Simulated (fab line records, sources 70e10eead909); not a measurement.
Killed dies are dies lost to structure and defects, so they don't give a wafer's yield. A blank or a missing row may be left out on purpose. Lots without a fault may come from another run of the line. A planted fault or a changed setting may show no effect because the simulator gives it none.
fab line records | flow nand_harc
record lots=6 wafers=18 last_day=33
route steps=1302 shown A_ONON_D1@432 END@1302
lots that met no fault: from a run of the same line without faults
start_h: hours from the record's first day to the start of the lot's first wafer shown | wait_h: hours since the lot's step before | " the same as in the row above | L1.1+2: a row that stands for several wafers | - no value, or no start given | * or withheld: withheld | < > ~ a bound
route shown NAME@n: a module of which the file shows steps, and the number in the route of the first | usual: mean/standard deviation of fault-free wafers | same: alike in all rows | chamber/n: place in a boat | sites: the reading at each site | _std_site: their standard deviation | _edge_site: outer sites' mean less inner sites' | radius_mm: how far each site lies from the wafer's centre | mask NAME#n: copy n | behind: the tool/chamber that last shaped the wafer | hold: why the lot was held/for how many hours/how that ended | device: the transistor (n, p or np) that didn't switch | end of line: the same wafers' tests at the end of the route | a step without rows: its recipe alone | killed: dies lost to structure and defects at the first sort, not the wafer's yield | map: a wafer's dies, x killed, . not, _ none there
set.NAME: the setting as run; set.NAME@STEP: as run at that earlier step | model.NAME: the simulator's own value behind a step, which no gauge read
lots at some steps of the route; a table a step, a row a wafer
services: from which hour (start_h, from the record's first day; less than 0 if before it) a tool's chamber was out of use, for how many hours, and why
## steps
# step NHARC_A_ONON_D1_DEP_12
# recipe target_thk_a=10000 n2_flow_sccm=2750 n2o_flow_sccm=2000 nh3_flow_sccm=500 sih4_flow_sccm=210 temp_c=400
# step NHARC_A_ONON_D1_THK_MEAS_14
# recipe thk_meas_gauge=ellipsometry
# usual thk_nm=1000/8.5
# columns lot.wafer tool chamber start_h wait_h thk_nm
L619.2 film_metro-01 - 158.62 - 1009
L619.3 " - " " 1007
L619.4 " - " " 1011
L625.3 film_metro-02 - 222.06 - 1001
L625.5 " - " " 1000
L625.6 " - " " 1002
L631.1 film_metro-02 - 284.09 - 1014
L631.2 " - " " 1017
L631.3 " - " " 1015
L634.1 film_metro-01 - 314.93 - 992
L634.2 " - " " 993
L634.4 " - " " 993
L637.1 film_metro-02 - 347.19 - 991
L637.2 " - " " 992
L637.5 " - " " 992
L640.1 film_metro-01 - 394.85 - 1008
L640.2 " - " " 1006
L640.3 " - " " 1006
# step NHARC_A_ONON_D1_ANNEAL_15
# recipe temp_c=750 time_s=3600
# step NHARC_A_ONON_D1_DEP_16
# recipe target_thk_a=10000 n2_flow_sccm=2750 n2o_flow_sccm=2000 nh3_flow_sccm=500 sih4_flow_sccm=210 temp_c=400
# step NHARC_A_ONON_D1_THK_MEAS_18
# recipe thk_meas_gauge=ellipsometry
# usual thk_nm=997/9.9
# columns lot.wafer tool chamber start_h wait_h thk_nm
L619.2 film_metro-02 - 166.40 - 1011
L619.3 " - " " 1011
L619.4 " - " " 1011
L625.3 film_metro-02 - 234.65 - 986
L625.5 " - " " 983
L625.6 " - " " 983
L631.1 film_metro-02 - 291.80 - 984
L631.2 " - " " 986
L631.3 " - " " 986
L634.1 film_metro-02 - 323.57 - 1006
L634.2 " - " " 1006
L634.4 " - " " 1008
L637.1 film_metro-02 - 355.06 - 999
L637.2 " - " " 999
L637.5 " - " " 998
L640.1 film_metro-01 - 404.95 - 1016
L640.2 " - " " 1016
L640.3 " - " " 1014
# step NHARC_A_ONON_D1_DEP_19
# recipe target_thk_a=10000 n2_flow_sccm=2750 n2o_flow_sccm=2000 nh3_flow_sccm=500 sih4_flow_sccm=210 temp_c=400
# step NHARC_A_ONON_D1_THK_MEAS_21
# recipe thk_meas_gauge=ellipsometry
# usual thk_nm=998/9.9
# columns lot.wafer tool chamber start_h wait_h thk_nm
L619.2 film_metro-02 - 166.96 - 998
L619.3 " - " " 996
L619.4 " - " " 999
L625.3 film_metro-02 - 235.21 - 1002
L625.5 " - " " 1001
L625.6 " - " " 999
L631.1 film_metro-01 - 292.37 - 998
L631.2 " - " " 996
L631.3 " - " " 997
L634.1 film_metro-02 - 324.26 - 1013
L634.2 " - " " 1012
L634.4 " - " " 1013
L637.1 film_metro-01 - 355.63 - 989
L637.2 " - " " 991
L637.5 " - " " 989
L640.1 film_metro-01 - 405.52 - 1006
L640.2 " - " " 1003
L640.3 " - " " 1005
# step NHARC_A_ONON_D1_DEP_22
# recipe target_thk_a=10000 n2_flow_sccm=2750 n2o_flow_sccm=2000 nh3_flow_sccm=500 sih4_flow_sccm=210 temp_c=400
# step NHARC_A_ONON_D1_THK_MEAS_24
# recipe thk_meas_gauge=ellipsometry
# usual thk_nm=1003/11
# columns lot.wafer tool chamber start_h wait_h thk_nm
L619.2 film_metro-01 - 167.53 - 1001
L619.3 " - " " 1003
L619.4 " - " " 1004
L625.3 film_metro-01 - 235.78 - 1010
L625.5 " - " " 1010
L625.6 " - " " 1011
L631.1 film_metro-01 - 292.94 - 992
L631.2 " - " " 992
L631.3 " - " " 991
L634.1 film_metro-01 - 324.82 - 1013
L634.2 " - " " 1014
L634.4 " - " " 1013
L637.1 film_metro-02 - 356.20 - 1011
L637.2 " - " " 1008
L637.5 " - " " 1008
L640.1 film_metro-01 - 406.08 - 986
L640.2 " - " " 987
L640.3 " - " " 987
# step NHARC_A_ONON_D1_DEP_25
# recipe target_thk_a=10000 n2_flow_sccm=2750 n2o_flow_sccm=2000 nh3_flow_sccm=500 sih4_flow_sccm=210 temp_c=400
# step NHARC_A_ONON_D1_THK_MEAS_27
# recipe thk_meas_gauge=ellipsometry
# usual thk_nm=1000/7.8
# columns lot.wafer tool chamber start_h wait_h thk_nm
L619.2 film_metro-01 - 168.09 - 994
L619.3 " - " " 995
L619.4 " - " " 995
L625.3 film_metro-02 - 236.34 - 1002
L625.5 " - " " 1001
L625.6 " - " " 1001
L631.1 film_metro-02 - 293.51 - 1002
L631.2 " - " " 1003
L631.3 " - " " 1002
L634.1 film_metro-01 - 325.39 - 996
L634.2 " - " " 997
L634.4 " - " " 997
L637.1 film_metro-02 - 356.76 - 985
L637.2 " - " " 984
L637.5 " - " " 984
L640.1 film_metro-01 - 406.65 - 1005
L640.2 " - " " 1004
L640.3 " - " " 1005
# step NHARC_A_ONON_D1_DEP_28
# recipe target_thk_a=10000 n2_flow_sccm=2750 n2o_flow_sccm=2000 nh3_flow_sccm=500 sih4_flow_sccm=210 temp_c=400
# usual n2_flow_sccm=2750/9
# columns lot.wafer tool chamber start_h wait_h n2_flow_sccm
L619.2 pecvd_onon-03 0 168.21 0.1 2735
L619.3 " 0 " " 2749
L619.4 " 0 " " 2743
L625.3 pecvd_onon-04 0 236.52 0.2 2744
L625.5 " 0 " " 2742
L625.6 " 0 " " 2746
L631.1 pecvd_onon-04 0 293.56 0.1 2755
L631.2 " 0 " " 2755
L631.3 " 0 " " 2746
L634.1 pecvd_onon-04 0 325.44 0.1 2744
L634.2 " 0 " " 2747
L634.4 " 0 " " 2759
L637.1 pecvd_onon-03 0 356.81 0.1 2774
L637.2 " 0 " " 2768
L637.5 " 0 " " 2773
L640.1 pecvd_onon-03 0 406.71 0.1 2752
L640.2 " 0 " " 2775
L640.3 " 0 " " 2760
# step NHARC_A_ONON_D1_THK_MEAS_30
# recipe thk_meas_gauge=ellipsometry
# usual thk_nm=999/9.8
# columns lot.wafer tool chamber start_h wait_h thk_nm
L619.2 film_metro-02 - 168.66 - 997
L619.3 " - " " 996
L619.4 " - " " 997
L625.3 film_metro-01 - 236.91 - 1018
L625.5 " - " " 1018
L625.6 " - " " 1018
L631.1 film_metro-01 - 294.07 - 1717
L631.2 " - " " 1715
L631.3 " - " " 1716
L634.1 film_metro-02 - 325.96 - 1726
L634.2 " - " " 1724
L634.4 " - " " 1727
L637.1 film_metro-02 - 357.33 - 995
L637.2 " - " " 993
L637.5 " - " " 994
L640.1 film_metro-01 - 407.23 - 998
L640.2 " - " " 998
L640.3 " - " " 1000
# step NHARC_A_ONON_D1_DEP_33
# recipe target_thk_a=2000 temp_c=400 pressure_torr=6.5 rf_w=900 teos_flow_sccm=161.4 flow_sccm=2650 target_thk_nm=200 gas=O2 material=SiO2
# usual heater_power_w=519/76 throttle_valve_pct=16.1/0.7
# columns lot.wafer tool chamber start_h wait_h heater_power_w throttle_valve_pct
L619.2 pecvd-03 2 168.72 0.1 603 15.8
L619.3 " 1 " " 449 16.1
L619.4 " 0 " " 485 17.1
L625.3 pecvd-01 0 237.06 0.1 649 16.6
L625.6 " 2 " " 513 15.9
L625.5 " 0 " " 641 16.7
L631.3 pecvd-03 0 294.13 0.1 349 17.7
L631.1 " 1 " " 469 16.3
L631.2 " 2 " " 554 15.3
L634.2 pecvd-02 0 326.02 0.1 624 15.9
L634.1 " 1 " " 535 16.2
L634.4 " 0 " " 665 16.0
L637.2 pecvd-03 1 357.38 0.1 394 16.4
L637.1 " 0 " " 424 17.5
L637.5 " 2 " " 563 15.2
L640.1 pecvd-03 0 407.28 0.1 449 17.0
L640.2 " 1 " " 403 16.5
L640.3 " 2 " " 473 14.5
# step NHARC_END_SORT_01
# recipe temp_c=25
# usual killed_at_array=52/18 killed_at_other=1.2/1.5 killed_at_periphery=4/3.2 killed_dies=57/17 killed_open=3.1/1.9 killed_short=2.5/1.7
# same gross_dies=677
# columns lot.wafer tool chamber start_h wait_h killed_at_array killed_at_other killed_at_periphery killed_dies killed_open killed_short
L631.1 prober-02 0 685.53 2.5 669 0 8 677 2 1
L631.2 prober-02 0 686.33 2.8 672 1 4 677 6 4
L631.3 prober-02 0 687.13 3.1 674 0 3 677 2 4
L634.1 prober-02 0 707.18 2.5 671 1 5 677 6 2
L634.2 prober-02 0 707.98 2.8 673 1 3 677 3 5
L634.4 prober-02 0 709.57 3.4 670 1 6 677 3 1
# killed by level:class
L631.1 A_ONON_D1:area_dep=614 A_SLIT:chamber_film_flake=30 A_CHANNEL_HOLE_D1:chamber_film_flake=22 P_GATE:chamber_film_flake=4 P_ZERO_WELL:chamber_film_flake=2 P_M0:geometric_particle:short=1 P_M1:geometric_particle:open=1 A_M0:geometric_particle:open=1
L631.2 A_ONON_D1:area_dep=602 A_CHANNEL_HOLE_D1:chamber_film_flake=34 A_SLIT:chamber_film_flake=25 P_M0:geometric_particle:short=2 P_GATE:chamber_film_flake=2 A_ZERO_WELL:chamber_film_flake=2 A_DECK1_JOINT:geometric_particle:open=1 A_ONON_D2:geometric_particle:open=1
L631.3 A_ONON_D1:area_dep=605 A_SLIT:chamber_film_flake=30 A_CHANNEL_HOLE_D1:chamber_film_flake=30 A_ONON_D2:geometric_particle:short=2 A_ONON_D1:geometric_particle:open=1 A_CHANNEL_FILL_D1:geometric_particle:short=1 A_CONTACT:geometric_particle:open=1 A_BLC:geometric_particle:short=1
L634.1 A_ONON_D1:area_dep=637 A_CHANNEL_HOLE_D2:chamber_film_flake=17 A_SLIT:chamber_film_flake=4 A_CONTACT:chamber_film_flake=4 A_CHANNEL_HOLE_D1:chamber_film_flake=3 P_GATE:geometric_particle:open=1 P_CONTACT:geometric_particle:open=1 P_M0:geometric_particle:open=1
L634.2 A_ONON_D1:area_dep=625 A_CHANNEL_HOLE_D2:chamber_film_flake=30 A_CONTACT:chamber_film_flake=6 A_SLIT:chamber_film_flake=3 A_CHANNEL_HOLE_D1:chamber_film_flake=2 P_STI:geometric_particle:short=1 P_M0:geometric_particle:open=1 A_ONON_D1:geometric_particle:open=1
L634.4 A_ONON_D1:area_dep=631 A_CHANNEL_HOLE_D2:chamber_film_flake=20 A_CHANNEL_HOLE_D1:chamber_film_flake=8 A_SLIT:chamber_film_flake=5 P_STI:chamber_film_flake=2 P_GATE:geometric_particle:open=1 A_CHANNEL_HOLE_D2:geometric_particle:short=1 A_SGD_CUT:geometric_particle:open=1
# map L631.1 (x killed, . not)
____________x____________
_________xxxxxxx_________
_______xxxxxxxxxxx_______
______xxxxxxxxxxxxx______
_____xxxxxxxxxxxxxxx_____
____xxxxxxxxxxxxxxxxx____
____xxxxxxxxxxxxxxxxx____
___xxxxxxxxxxxxxxxxxxx___
___xxxxxxxxxxxxxxxxxxx___
__xxxxxxxxxxxxxxxxxxxxx__
__xxxxxxxxxxxxxxxxxxxxx__
_xxxxxxxxxxxxxxxxxxxxxxx_
_xxxxxxxxxxxxxxxxxxxxxxx_
_xxxxxxxxxxxxxxxxxxxxxxx_
_xxxxxxxxxxxxxxxxxxxxxxx_
_xxxxxxxxxxxxxxxxxxxxxxx_
xxxxxxxxxxxxxxxxxxxxxxxxx
xxxxxxxxxxxxxxxxxxxxxxxxx
xxxxxxxxxxxxxxxxxxxxxxxxx
xxxxxxxxxxxxxxxxxxxxxxxxx
xxxxxxxxxxxxxxxxxxxxxxxxx
_xxxxxxxxxxxxxxxxxxxxxxx_
_xxxxxxxxxxxxxxxxxxxxxxx_
_xxxxxxxxxxxxxxxxxxxxxxx_
_xxxxxxxxxxxxxxxxxxxxxxx_
_xxxxxxxxxxxxxxxxxxxxxxx_
__xxxxxxxxxxxxxxxxxxxxx__
__xxxxxxxxxxxxxxxxxxxxx__
___xxxxxxxxxxxxxxxxxxx___
___xxxxxxxxxxxxxxxxxxx___
____xxxxxxxxxxxxxxxxx____
____xxxxxxxxxxxxxxxxx____
_____xxxxxxxxxxxxxxx_____
______xxxxxxxxxxxxx______
_______xxxxxxxxxxx_______
_________xxxxxxx_________
____________x____________
# map L634.1 (x killed, . not)
____________x____________
_________xxxxxxx_________
_______xxxxxxxxxxx_______
______xxxxxxxxxxxxx______
_____xxxxxxxxxxxxxxx_____
____xxxxxxxxxxxxxxxxx____
____xxxxxxxxxxxxxxxxx____
___xxxxxxxxxxxxxxxxxxx___
___xxxxxxxxxxxxxxxxxxx___
__xxxxxxxxxxxxxxxxxxxxx__
__xxxxxxxxxxxxxxxxxxxxx__
_xxxxxxxxxxxxxxxxxxxxxxx_
_xxxxxxxxxxxxxxxxxxxxxxx_
_xxxxxxxxxxxxxxxxxxxxxxx_
_xxxxxxxxxxxxxxxxxxxxxxx_
_xxxxxxxxxxxxxxxxxxxxxxx_
xxxxxxxxxxxxxxxxxxxxxxxxx
xxxxxxxxxxxxxxxxxxxxxxxxx
xxxxxxxxxxxxxxxxxxxxxxxxx
xxxxxxxxxxxxxxxxxxxxxxxxx
xxxxxxxxxxxxxxxxxxxxxxxxx
_xxxxxxxxxxxxxxxxxxxxxxx_
_xxxxxxxxxxxxxxxxxxxxxxx_
_xxxxxxxxxxxxxxxxxxxxxxx_
_xxxxxxxxxxxxxxxxxxxxxxx_
_xxxxxxxxxxxxxxxxxxxxxxx_
__xxxxxxxxxxxxxxxxxxxxx__
__xxxxxxxxxxxxxxxxxxxxx__
___xxxxxxxxxxxxxxxxxxx___
___xxxxxxxxxxxxxxxxxxx___
____xxxxxxxxxxxxxxxxx____
____xxxxxxxxxxxxxxxxx____
_____xxxxxxxxxxxxxxx_____
______xxxxxxxxxxxxx______
_______xxxxxxxxxxx_______
_________xxxxxxx_________
____________x____________
## services
# columns tool chamber start_h hours kind
pecvd-03 - 151.22 1.7 repair
pecvd-03 - 193.25 13.0 pm
pecvd-03 0 193.25 13.0 vent_cycle
pecvd-03 1 193.25 13.0 vent_cycle
pecvd-03 2 193.25 13.0 vent_cycle
pecvd-03 0 206.25 - clean
pecvd-03 1 206.25 - clean
pecvd-03 2 206.25 - clean
pecvd-01 - 210.73 13.2 repair
pecvd_onon-03 - 227.00 13.0 pm
pecvd-02 - 227.29 13.0 pm
pecvd-02 - 242.76 0.7 repair
pecvd-03 - 244.12 1.5 repair
pecvd-02 1 264.54 3.5 repair
pecvd-01 - 266.16 0.3 repair
pecvd_onon-04 - 311.31 13.0 pm
pecvd-01 - 312.73 13.0 pm
pecvd-02 2 317.91 15.1 repair
pecvd_onon-03 - 330.47 9.8 repair
pecvd-01 2 350.43 2.0 repair
pecvd-03 - 374.25 13.0 pm
pecvd-03 0 374.25 13.0 vent_cycle
pecvd-03 1 374.25 13.0 vent_cycle
pecvd-01 0 377.80 2.0 repair
## key
first_sign step=NHARC_A_ONON_D1_THK_MEAS_30 reading=thk_nm direction=up sigmas=73 usual=999 struck=1721
effect step=NHARC_END_SORT_01 reading=killed_dies direction=up sigmas=36 usual=57 struck=677
more_kills_born_at NHARC_A_ONON_D1_DEP_28@pecvd_onon-04=3714
met_at NHARC_A_ONON_D1_DEP_28
struck_wafers L631.1,L631.2,L631.3,L634.1,L634.2,L634.4
later_rows_left_out L631.1,L631.2,L631.3,L634.1,L634.2,L634.4
tester_left_out L631,L634
onset_between 236.52 293.56
fault kind=process_parameter_drift tool=pecvd_onon-04 chamber=- onset_h=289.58 steps=NHARC_A_ONON_D1_DEP_28 channel=target_thk_a offset=* shape=step end_h=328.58 acts_in=* stated=*
# tester_left_out: of these lots the tester's yield and bins aren't shown, on N5 and GAA mostly nor the transistor test; their killed dies are dies lost to structure and defects alone, not to doping, threshold or leakage, so they don't give the yield
# later_rows_left_out: the simulator's readings of these wafers behind a module that went badly wrong aren't trusted and aren't shown, but for the sort
